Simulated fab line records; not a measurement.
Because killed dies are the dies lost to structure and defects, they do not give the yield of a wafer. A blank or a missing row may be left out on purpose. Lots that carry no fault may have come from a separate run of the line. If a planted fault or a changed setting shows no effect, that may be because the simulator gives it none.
Matching of chambers    flow nand harc    4 sister chambers for NHARC_A_CHANNEL_FILL_D1_ALD_16 on ald hk-01
The step deposits SiO2, target thk 1.5 nm, pulse time 10 s, ald cycles 15. 14 wafers are shown with their chamber, then 7 later ones without.

WAFERS WITH THEIR CHAMBER
wafer   chamber  heater power w (W)  precursor pulse height rel
L684.2  3        424                 1.010
L684.3  2        483                 1.009
L684.6  0        449                 1.000
L685.1  2        482                 0.943
L685.3  3        438                 1.009
L685.6  3        429                 0.967
L701.2  2        453                 0.972
L701.4  0        439                 0.996
L701.5  1        514                 0.985
L703.1  1        509                 1.029
L703.5  1        501                 1.015
L703.6  2        454                 0.999
L704.1  1        501                 0.989
L704.3  3        416                 1.008

SIGNATURES (averages over the wafers above)
reading                     chamber 0  chamber 1  chamber 2  chamber 3  scatter within a chamber
heater power w              444.00     506.25     468.00     426.75     11.3
precursor pulse height rel  0.99800    1.00450    0.98075    0.99850    0.023
Rule: a wafer lies at a distance from a chamber equal to the root of the sum of squares, over the readings, of (its reading less the chamber's mean, divided by the reading's scatter). If the next closest chamber is less than 2 further off than the closest, the wafer can't be placed; otherwise it belongs to the closest. The scatter: the root of (the sum of the squares of (reading less its chamber's mean) over the shown wafers, divided by (wafers less chambers)).

WAFERS MISSING THEIR CHAMBER
wafer   heater power w (W)  precursor pulse height rel
L704.6  458                 0.979
L706.1  439                 1.015
L706.2  421                 0.963
L706.6  427                 1.020
L707.1  466                 0.981
L707.2  455                 0.992
L707.3  501                 0.975

THE CHAMBER EACH PASSED THROUGH
wafer   from the rows above           in truth
L704.6  can't be placed: 2 or 0       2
L706.1  can't be placed: 0 or 3       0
L706.2  can't be placed: 3 or 0       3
L706.6  can't be placed: 3 or 0       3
L707.1  can't be placed: 2 or 0       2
L707.2  can't be placed: 0 or 2 or 3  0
L707.3  can't be placed: 1 or 2       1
Placed correctly: 0 of 7. These rows do not allow placing 7 (true chamber among the candidates in 7). Placed wrongly: 0.
